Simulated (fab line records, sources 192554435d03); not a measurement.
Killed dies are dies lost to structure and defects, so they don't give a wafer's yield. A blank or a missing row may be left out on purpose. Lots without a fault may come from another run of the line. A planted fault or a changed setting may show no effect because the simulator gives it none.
fab line records | flow n5_finfet | part 1 of 2: steps 1 to 16 of 23
record lots=5 wafers=15 last_day=16
route steps=1938 shown BEOL_M4@1054
lots that met no fault: from a run of the same line without faults
start_h: hours from the record's first day to the start of the lot's first wafer shown | wait_h: hours since the lot's step before | " the same as in the row above | L1.1+2: a row that stands for several wafers | - no value, or no start given | * or withheld: withheld | < > ~ a bound
route shown NAME@n: a module of which the file shows steps, and the number in the route of the first | usual: mean/standard deviation of fault-free wafers | same: alike in all rows | chamber/n: place in a boat | sites: the reading at each site | _std_site: their standard deviation | _edge_site: outer sites' mean less inner sites' | radius_mm: how far each site lies from the wafer's centre | mask NAME#n: copy n | behind: the tool/chamber that last shaped the wafer | hold: why the lot was held/for how many hours/how that ended | device: the transistor (n, p or np) that didn't switch | end of line: the same wafers' tests at the end of the route | a step without rows: its recipe alone | killed: dies lost to structure and defects at the first sort, not the wafer's yield | map: a wafer's dies, x killed, . not, _ none there
set.NAME: the setting as run; set.NAME@STEP: as run at that earlier step | model.NAME: the simulator's own value behind a step, which no gauge read
lots at some steps of the route; a table a step, a row a wafer
services: from which hour (start_h, from the record's first day; less than 0 if before it) a tool's chamber was out of use, for how many hours, and why
## steps
# step N5_BEOL_M4_PEB_26
# recipe peb_temp_c=100 peb_time_s=60 resist=CAR-EUV
# usual chill_plate_temp_C=23.00/0.1
# same peb_time_s=60
# columns lot.wafer tool chamber start_h wait_h chill_plate_temp_C
L080.1 litho_track-02 0 201.03 0.1 23.06
L080.5 " 0 " " 23.02
L080.6 " 0 " " 23.06
L084.1 litho_track-01 0 216.97 0.1 22.96
L084.2 " 0 " " 22.74
L084.3 " 0 " " 23.15
L091.1 litho_track-01 0 269.96 0.1 22.96
L091.4 " 0 " " 23.08
L091.6 " 0 " " 22.99
L093.4 litho_track-02 0 270.15 0.0 22.93
L093.5 " 0 " " 23.04
L093.6 " 0 " " 23.01
L094.1 litho_track-02 0 276.85 0.1 22.87
L094.3 " 0 " " 23.12
L094.6 " 0 " " 22.96
# step N5_BEOL_M4_DEVELOP_27
# recipe develop_time_s=30 developer=TMAH resist=CAR-EUV rinse_liquid=surfactant_rinse dry=air_spin dev_temp_c=23
# usual chill_plate_temp_C=22.99/0.11
# columns lot.wafer tool chamber start_h wait_h chill_plate_temp_C
L080.1 litho_track-02 0 - - 22.80
L080.5 " 0 " " 22.97
L080.6 " 0 " " 22.89
L084.1 litho_track-01 0 - - 22.82
L084.2 " 0 " " 22.89
L084.3 " 0 " " 22.94
L091.1 litho_track-01 0 - - 23.01
L091.4 " 0 " " 23.13
L091.6 " 0 " " 23.15
L093.4 litho_track-02 0 - - 23.02
L093.5 " 0 " " 22.98
L093.6 " 0 " " 23.01
L094.1 litho_track-02 0 - - 22.79
L094.3 " 0 " " 23.09
L094.6 " 0 " " 22.89
# step N5_BEOL_M4_CD_MEAS_28
# recipe target_cd_nm=26.2 landing_energy_ev=500 detector=se_inlens target_cd_y_nm=24.1 polarity=opening
# usual cd_nm=26.27/0.25
# columns lot.wafer tool chamber start_h wait_h cd_nm
L080.1 cd_sem-03 0 201.09 - 25.83
L080.5 " 0 " " 25.92
L080.6 " 0 " " 26.23
L084.1 cd_sem-02 0 217.04 - 26.55
L084.2 " 0 " " 26.40
L084.3 " 0 " " 25.94
L091.1 cd_sem-01 0 270.03 - 26.06
L091.4 " 0 " " 26.42
L091.6 " 0 " " 26.41
L093.4 cd_sem-03 0 270.22 - 25.74
L093.5 " 0 " " 26.34
L093.6 " 0 " " 26.23
L094.1 cd_sem-03 0 276.92 - 25.91
L094.3 " 0 " " 25.99
L094.6 " 0 " " 26.14
# step N5_BEOL_M4_OVL_MEAS_29
# recipe points_per_wafer=522
# usual V3_OVL=0.5/0.68
# columns lot.wafer tool chamber start_h wait_h V3_OVL[nm]
L080.1 overlay-02 0 201.12 0.0 1.4
L080.5 " 0 " " 0.2
L080.6 " 0 " " 0.6
L084.1 overlay-01 0 217.07 0.0 1.3
L084.2 " 0 " " 0.5
L084.3 " 0 " " 0.3
L091.1 overlay-01 0 270.06 0.0 1.7
L091.4 " 0 " " 0.5
L091.6 " 0 " " 0.2
L093.4 overlay-02 0 270.26 0.0 0.4
L093.5 " 0 " " -0.4
L093.6 " 0 " " 1.7
L094.1 overlay-02 0 276.95 0.0 0.6
L094.3 " 0 " " 1.0
L094.6 " 0 " " 0.5
# step N5_BEOL_M4_INSPECT_30
# recipe mode=adi inspect_instrument=brightfield
# usual raw_defect_count=369/83
# columns lot.wafer tool chamber start_h wait_h raw_defect_count
L080.1 defect_inspect-02 - 201.18 0.1 391
L080.5 " - " " 545
L080.6 " - " " 407
L084.1 defect_inspect-02 - 217.12 0.1 429
L084.2 " - " " 295
L084.3 " - " " 403
L091.1 defect_inspect-01 - 270.12 0.1 492
L091.4 " - " " 467
L091.6 " - " " 423
L093.4 defect_inspect-02 - 270.31 0.0 341
L093.5 " - " " 362
L093.6 " - " " 397
L094.1 defect_inspect-01 - 277.01 0.1 282
L094.3 " - " " 315
L094.6 " - " " 287
# step N5_BEOL_M4_DESCUM_33
# recipe chemistry=O2 time_s=7 source_power_w=50 bias_power_w=20 pressure_mtorr=20 rf_frequency_hz=2.712e+07 temp_c=40 resist=CAR-EUV o2_flow_sccm=225
# usual chamber_pressure_mTorr=20.002/0.026 drypump_motor_current_A=5.8/0.43 oes_product_au=0.81/0.098 rf_vpp_V=242.8/1.8 showerhead_plenum_p_Torr=2.09/0.1 throttle_valve_pct=20.43/0.22
# columns lot.wafer tool chamber start_h wait_h chamber_pressure_mTorr drypump_motor_current_A oes_product_au rf_hours_counter_h rf_vpp_V showerhead_plenum_p_Torr throttle_valve_pct
L080.1 rie_diel-05 1 201.22 0.0 20.003 6.5 1.00 2 245.2 2.25 20.54
L080.5 " 0 " " 19.992 5.8 0.95 - 241.3 2.07 20.38
L080.6 " 3 " " 20.007 5.9 0.82 - 244.9 2.20 20.34
L084.1 rie_diel-05 3 217.16 0.0 19.979 5.9 0.81 117 244.4 2.20 20.33
L084.2 " 2 " " 19.991 6.3 0.74 198 241.8 1.99 20.22
L084.3 " 1 " " 20.009 6.5 0.96 7 245.4 2.25 20.56
L091.1 rie_diel-03 3 270.20 0.1 20.043 5.4 0.68 240 242.2 2.06 20.49
L091.4 " 3 " " 20.006 5.4 0.69 - 242.3 2.06 20.47
L091.6 " 2 " " 20.001 5.2 0.77 - 240.9 1.97 20.21
L093.4 rie_diel-03 1 270.36 0.0 19.984 6.0 0.74 - 241.3 2.01 20.81
L093.5 " 3 " " 19.995 5.4 0.69 - 243.4 2.06 20.48
L093.6 " 2 " " 20.004 5.2 0.76 - 241.4 1.97 20.23
L094.1 rie_diel-05 3 277.04 0.0 20.019 5.9 0.78 137 244.6 2.19 20.37
L094.3 " 1 " " 20.020 6.4 0.90 28 246.0 2.24 20.56
L094.6 " 0 " " 19.973 5.8 0.87 - 242.7 2.06 20.42
# step N5_BEOL_M4_ETCH_77
# recipe chemistry=N2/H2 target=underlayer target_depth_a=65 mask_material=CAR-EUV time_s=5.2 ion_energy_ev=200 pressure_mtorr=30 source_w=840 bias_w=150 n2_flow_sccm=200 h2_flow_sccm=200 ends=cleared
# usual chamber_pressure_mTorr=30.00/0.038 drypump_motor_current_A=5.8/0.44 etch_rf_on_time_s=5.14/0.2 h2_flow_sccm=200.1/0.61 oes_product_au=0.69/0.084 rf_vpp_V=523/3.5 showerhead_plenum_p_Torr=2.53/0.12 throttle_valve_pct=17.80/0.2
# columns lot.wafer tool chamber start_h wait_h chamber_pressure_mTorr drypump_motor_current_A etch_rf_on_time_s h2_flow_sccm oes_product_au rf_hours_counter_h rf_vpp_V showerhead_plenum_p_Torr throttle_valve_pct
L080.1 rie_diel-05 1 201.25 0.0 29.98 6.5 5.24 200.4 0.83 2 528 2.69 17.60
L080.5 " 0 " " 29.95 5.8 5.20 199.2 0.79 - 522 2.47 17.57
L080.6 " 3 " " 29.97 5.9 5.06 200.7 0.70 - 529 2.70 17.85
L084.1 rie_diel-05 3 217.20 0.0 29.97 6.0 5.03 199.5 0.69 117 529 2.69 17.89
L084.2 " 2 " " 29.97 6.2 5.13 200.7 0.62 198 521 2.44 17.85
L084.3 " 1 " " 29.96 6.5 5.29 199.2 0.82 7 532 2.69 17.61
L091.1 rie_diel-03 3 270.24 0.0 29.98 5.4 5.15 199.9 0.60 240 523 2.51 17.99
L091.4 " 3 " " 30.02 5.4 5.21 199.4 0.60 - 523 2.51 18.01
L091.6 " 2 " " 30.02 5.1 5.07 200.3 0.66 - 521 2.44 17.82
L093.4 rie_diel-03 1 270.39 0.0 29.95 6.0 5.15 200.3 0.63 - 522 2.40 17.95
L093.5 " 3 " " 30.01 5.4 5.11 200.9 0.60 - 525 2.51 18.01
L093.6 " 2 " " 30.04 5.1 4.97 201.4 0.66 - 519 2.44 17.83
L094.1 rie_diel-05 3 277.08 0.0 30.02 6.0 5.07 201.3 0.67 137 525 2.68 17.88
L094.3 " 1 " " 30.03 6.5 5.34 200.0 0.75 28 527 2.68 17.65
L094.6 " 0 " " 29.99 5.8 5.25 199.7 0.74 - 522 2.46 17.60
# step N5_BEOL_M4_ETCH_69
# recipe chemistry=CF4 target=SiARC target_depth_a=156 mask_material=CAR-EUV time_s=26 ion_energy_ev=80 pressure_mtorr=40 source_w=545 bias_w=36 Ar_flow_sccm=100 cf4_flow_sccm=100 ends=cleared
# usual chamber_pressure_mTorr=40.00/0.037 drypump_motor_current_A=5.8/0.44 etch_rf_on_time_s=25.6/0.94 oes_product_au=0.69/0.084 rf_vpp_V=184.0/1.4 showerhead_plenum_p_Torr=2.13/0.089 throttle_valve_pct=15.55/0.27
# columns lot.wafer tool chamber start_h wait_h chamber_pressure_mTorr drypump_motor_current_A etch_rf_on_time_s oes_product_au rf_hours_counter_h rf_vpp_V showerhead_plenum_p_Torr throttle_valve_pct
L080.1 rie_diel-05 1 201.27 0.0 40.02 6.5 26.4 0.84 2 186.8 2.27 15.49
L080.5 " 0 " " 39.98 5.8 26.0 0.79 - 183.8 2.08 15.24
L080.6 " 3 " " 40.04 6.0 25.3 0.70 - 186.6 2.24 15.46
L084.1 rie_diel-05 3 217.21 0.0 40.00 5.9 25.1 0.69 117 186.0 2.24 15.47
L084.2 " 2 " " 40.01 6.3 25.9 0.63 198 182.6 2.04 15.54
L084.3 " 1 " " 39.91 6.5 26.8 0.81 7 185.1 2.26 15.51
L091.1 rie_diel-03 3 270.25 0.0 40.05 5.3 25.6 0.60 240 185.3 2.12 15.86
L091.4 " 3 " " 40.04 5.3 25.5 0.60 - 184.0 2.12 15.87
L091.6 " 2 " " 39.96 5.2 25.2 0.66 - 183.0 2.06 15.63
L093.4 rie_diel-03 1 270.42 0.0 39.99 6.0 25.5 0.63 - 182.2 2.07 16.02
L093.5 " 3 " " 40.01 5.4 25.5 0.60 - 183.4 2.12 15.89
L093.6 " 2 " " 39.90 5.2 24.9 0.67 - 184.5 2.06 15.61
L094.1 rie_diel-05 3 277.09 0.0 40.03 5.9 25.4 0.68 137 184.6 2.23 15.51
L094.3 " 1 " " 40.02 6.5 26.8 0.76 28 185.4 2.26 15.57
L094.6 " 0 " " 39.97 5.8 26.3 0.75 - 183.9 2.07 15.30
# step N5_BEOL_M4_ALD_98
# recipe material=SiO2 target_thk_a=25 temp_c=100 ald_precursor_family=BDEAS ald_co_reactant=O2-plasma pulse_time_s=1 co_reactant_pulse_time_s=1 purge_time_s=2 co_reactant_purge_time_s=2 ald_cycles=17 pressure_torr=2
# usual heater_power_w=78/6.6 precursor_pulse_height_rel=1.004/0.018 susceptor_temp_C=99.98/0.13
# same ald_cycles=17 co_reactant_pulse_time_s=1
# columns lot.wafer tool chamber start_h wait_h heater_power_w precursor_pulse_height_rel susceptor_temp_C
L080.1 ald_sin-01 0 201.46 0.2 88 0.991 99.82
L080.5 " 2 " " 76 1.001 99.92
L080.6 " 1 " " 82 1.009 99.87
L084.1 ald_sin-01 1 217.62 0.4 85 1.031 99.97
L084.2 " 0 " " 90 1.027 99.94
L084.3 " 2 " " 79 1.026 99.92
L091.1 ald_sin-01 1 270.43 0.1 81 1.027 100.12
L091.4 " 2 " " 79 0.961 100.24
L091.6 " 0 " " 89 0.985 99.88
L093.4 ald_sin-01 1 270.52 0.1 85 0.995 99.95
L093.5 " 0 " " 88 1.007 100.13
L093.6 " 3 " " 72 0.980 100.01
L094.1 ald_sin-02 3 277.47 0.4 79 0.995 99.94
L094.3 " 0 " " 74 0.996 100.04
L094.6 " 2 " " 74 0.997 100.16
# step N5_BEOL_M4_ETCHBACK_99
# recipe chemistry=CHF3 target=SiO2 target_depth_a=50 time_s=10.4 source_w=215 bias_w=47 Ar_flow_sccm=200 CHF3_flow_sccm=12 ion_energy_ev=100 pressure_mtorr=30
# usual chamber_pressure_mTorr=30.001/0.027 drypump_motor_current_A=5.7/0.47 oes_product_au=0.81/0.099 rf_vpp_V=243/6.9 showerhead_plenum_p_Torr=2.15/0.1 throttle_valve_pct=17.04/0.27
# columns lot.wafer tool chamber start_h wait_h chamber_pressure_mTorr drypump_motor_current_A oes_product_au rf_hours_counter_h rf_vpp_V showerhead_plenum_p_Torr throttle_valve_pct
L080.1 rie_diel-03 0 203.64 2.1 30.011 5.5 0.87 52 241 2.30 16.86
L080.5 " 3 " " 30.019 5.4 0.71 - 238 2.11 17.08
L080.6 " 0 " " 29.967 5.5 0.89 - 240 2.30 16.85
L084.1 rie_diel-05 0 221.34 3.7 30.036 5.8 0.92 27 243 2.08 16.65
L084.2 " 1 " " 29.985 6.5 0.95 8 259 2.26 16.91
L084.3 " 2 " " 29.985 6.3 0.73 200 243 2.05 16.96
L091.1 rie_diel-05 1 271.75 1.3 29.966 6.5 0.90 26 259 2.26 16.94
L091.4 " 2 " " 30.015 6.3 0.71 217 243 2.05 17.01
L091.6 " 2 " " 30.018 6.3 0.71 - 243 2.05 17.01
L093.4 rie_diel-04 0 272.26 1.7 30.022 5.5 0.91 - 235 2.17 16.62
L093.5 " 1 " " 29.954 4.9 0.68 - 251 2.04 17.31
L093.6 " 3 " " 30.011 5.3 0.93 - 246 2.30 16.88
L094.1 rie_diel-05 3 277.75 0.2 30.022 6.0 0.78 137 240 2.26 17.04
L094.3 " 2 " " 30.020 6.3 0.71 220 244 2.04 16.99
L094.6 " 0 " " 30.003 5.8 0.87 - 244 2.07 16.69
# step N5_BEOL_M4_ETCH_70
# recipe chemistry=N2/H2 target=SOC target_depth_a=800 overetch_a=240 mask_material=SiARC temp_c=40 time_s=130 ion_energy_ev=200 pressure_mtorr=30 source_w=840 bias_w=150 n2_flow_sccm=200 h2_flow_sccm=200
# usual chamber_pressure_mTorr=30.000/0.029 drypump_motor_current_A=5.7/0.46 h2_flow_sccm=200.0/0.54 oes_product_au=0.59/0.066 rf_vpp_V=524/3.6 showerhead_plenum_p_Torr=2.54/0.12 throttle_valve_pct=17.75/0.23
# columns lot.wafer tool chamber start_h wait_h chamber_pressure_mTorr drypump_motor_current_A h2_flow_sccm oes_product_au rf_hours_counter_h rf_vpp_V showerhead_plenum_p_Torr throttle_valve_pct
L080.1 rie_diel-03 0 203.68 0.0 30.045 5.5 200.2 0.63 52 528 2.69 17.46
L080.5 " 3 " " 29.981 5.4 199.8 0.53 - 522 2.52 17.93
L080.6 " 0 " " 30.022 5.5 201.0 0.63 - 530 2.69 17.45
L084.1 rie_diel-05 0 221.38 0.0 30.011 5.8 200.8 0.67 27 523 2.47 17.52
L084.2 " 1 " " 29.951 6.5 199.2 0.70 8 530 2.69 17.56
L084.3 " 2 " " 29.997 6.3 200.4 0.53 200 521 2.44 17.80
L091.1 rie_diel-05 1 271.79 0.0 30.045 6.5 199.2 0.67 26 527 2.68 17.59
L091.4 " 2 " " 29.989 6.3 199.7 0.52 217 520 2.43 17.83
L091.6 " 2 " " 30.044 6.3 200.4 0.53 - 520 2.43 17.84
L093.4 rie_diel-04 0 272.32 0.0 29.966 5.5 200.7 0.65 - 525 2.59 17.55
L093.5 " 1 " " 30.032 4.9 199.4 0.52 - 520 2.41 18.02
L093.6 " 3 " " 30.005 5.3 199.8 0.67 - 527 2.69 17.49
L094.1 rie_diel-05 3 277.79 0.0 30.002 6.0 200.0 0.58 137 528 2.68 17.87
L094.3 " 2 " " 29.975 6.3 199.6 0.52 220 520 2.43 17.83
L094.6 " 0 " " 30.015 5.8 200.8 0.64 - 522 2.46 17.56
# step N5_BEOL_M4_STRIP_71
# recipe chemistry=N2/H2 temp_c=40 n2_flow_sccm=200 h2_flow_sccm=200 rf_frequency_hz=6e+07
# columns lot.wafer tool chamber start_h wait_h
L080.1+5+6 rie_diel-03 0,3,0 203.76 0.0
L084.1+2+3 rie_diel-05 0,1,2 221.47 0.0
L091.1+4+6 rie_diel-05 1,2,2 271.87 0.0
L093.4+5+6 rie_diel-04 0,1,3 272.37 0.0
L094.1+3+6 rie_diel-05 3,2,0 277.87 0.0
# step N5_BEOL_M4_STRIP_78
# recipe chemistry=N2/H2 temp_c=40 n2_flow_sccm=200 h2_flow_sccm=200 rf_frequency_hz=6e+07
# columns lot.wafer tool chamber start_h wait_h
L080.1+5+6 rie_diel-03 0,3,0 203.77 0.0
L084.1+2+3 rie_diel-05 0,1,2 221.48 0.0
L091.1+4+6 rie_diel-05 1,2,2 271.88 0.0
L093.4+5+6 rie_diel-04 0,1,3 272.38 0.0
L094.1+3+6 rie_diel-05 3,2,0 277.88 0.0
# step N5_BEOL_M4_VIA_ETCH_34
# recipe chemistry=C4F6/O2 target_depth_a=694 mask_material=SOC pressure_mtorr=15 ion_energy_ev=250 taper_deg=4 time_s=65.9 source_w=350 bias_w=170 Ar_flow_sccm=300 C4F6_flow_sccm=10 O2_flow_sccm=10
# usual chamber_pressure_mTorr=15.001/0.013 drypump_motor_current_A=5.7/0.46 oes_product_au=0.81/0.1 rf_vpp_V=671/18 showerhead_plenum_p_Torr=2.84/0.13 throttle_valve_pct=30.7/0.3
# columns lot.wafer tool chamber start_h wait_h chamber_pressure_mTorr drypump_motor_current_A oes_product_au rf_hours_counter_h rf_vpp_V showerhead_plenum_p_Torr throttle_valve_pct
L080.1 rie_diel-03 0 203.78 0.0 15.001 5.5 0.87 52 667 3.03 30.8
L080.5 " 3 " " 14.993 5.4 0.70 - 663 2.79 30.4
L080.6 " 0 " " 14.991 5.5 0.86 - 669 3.03 30.8
L084.1 rie_diel-05 0 221.49 0.0 15.000 5.8 0.92 27 673 2.75 30.3
L084.2 " 1 " " 15.021 6.5 0.96 8 715 2.99 30.5
L084.3 " 2 " " 15.001 6.3 0.73 200 672 2.71 30.4
L091.1 rie_diel-05 1 271.89 0.0 14.993 6.5 0.90 26 715 2.98 30.6
L091.4 " 2 " " 14.995 6.3 0.71 218 669 2.70 30.4
L091.6 " 2 " " 15.003 6.2 0.71 - 670 2.70 30.4
L093.4 rie_diel-04 0 272.41 0.0 14.998 5.5 0.91 - 657 2.87 30.2
L093.5 " 1 " " 14.989 4.9 0.68 - 693 2.70 30.8
L093.6 " 3 " " 15.008 5.3 0.93 - 677 3.03 30.9
L094.1 rie_diel-05 3 277.89 0.0 14.999 5.9 0.79 138 669 2.98 30.8
L094.3 " 2 " " 15.010 6.3 0.71 220 673 2.70 30.4
L094.6 " 0 " " 15.019 5.8 0.88 - 674 2.74 30.4
# step N5_BEOL_M4_STRIP_83
# recipe chemistry=C4F6/O2 resist=SiARC rf_frequency_hz=6e+07
# columns lot.wafer tool chamber start_h wait_h
L080.1+5+6 rie_diel-03 0,3,0 203.83 0.0
L084.1+2+3 rie_diel-05 0,1,2 221.54 0.0
L091.1+4+6 rie_diel-05 1,2,2 271.94 0.0
L093.4+5+6 rie_diel-04 0,1,3 272.44 0.0
L094.1+3+6 rie_diel-05 3,2,0 277.94 0.0
# step N5_BEOL_M4_STRIP_36
# recipe chemistry=N2/H2 power_w=450 temp_c=40 pressure_mtorr=20 rf_frequency_hz=6e+07 overash_fraction=0.3 bias_power_w=7 h2_frac=0.5 n2_flow_sccm=200 h2_flow_sccm=200
# usual chamber_pressure_mTorr=20.00/0.03 drypump_motor_current_A=5.7/0.46 h2_flow_sccm=200.0/0.62 oes_product_au=0.81/0.097 rf_vpp_V=59.3/1.6 showerhead_plenum_p_Torr=2.54/0.12 throttle_valve_pct=23.55/0.21
# columns lot.wafer tool chamber start_h wait_h chamber_pressure_mTorr drypump_motor_current_A h2_flow_sccm oes_product_au rf_hours_counter_h rf_vpp_V showerhead_plenum_p_Torr throttle_valve_pct
L080.1 rie_diel-03 0 203.84 0.0 20.00 5.5 200.2 0.87 52 61.2 2.69 23.30
L080.5 " 3 " " 20.01 5.4 200.1 0.70 - 61.1 2.51 23.56
L080.6 " 0 " " 20.02 5.5 200.3 0.86 - 59.4 2.68 23.30
L084.1 rie_diel-05 0 221.55 0.0 19.98 5.8 199.4 0.91 27 58.2 2.47 23.46
L084.2 " 1 " " 20.01 6.5 199.9 0.94 9 60.6 2.69 23.18
L084.3 " 2 " " 19.98 6.3 199.7 0.73 200 58.0 2.44 23.53
L091.1 rie_diel-05 1 271.95 0.0 19.99 6.5 200.4 0.90 26 58.2 2.68 23.22
L091.4 " 2 " " 20.04 6.2 199.8 0.72 218 56.1 2.43 23.56
L091.6 " 2 " " 20.00 6.3 199.5 0.72 - 61.7 2.43 23.53
L093.4 rie_diel-04 0 272.46 0.0 20.02 5.5 199.5 0.90 - 60.0 2.58 23.53
L093.5 " 1 " " 20.04 4.9 199.3 0.68 - 59.7 2.41 23.67
L093.6 " 3 " " 20.07 5.3 199.9 0.91 - 60.9 2.69 23.41
L094.1 rie_diel-05 3 277.95 0.0 19.95 6.0 199.8 0.79 138 59.2 2.68 23.79
L094.3 " 2 " " 19.97 6.3 200.3 0.72 220 57.5 2.43 23.55
L094.6 " 0 " " 20.02 5.8 200.3 0.88 - 59.8 2.46 23.49
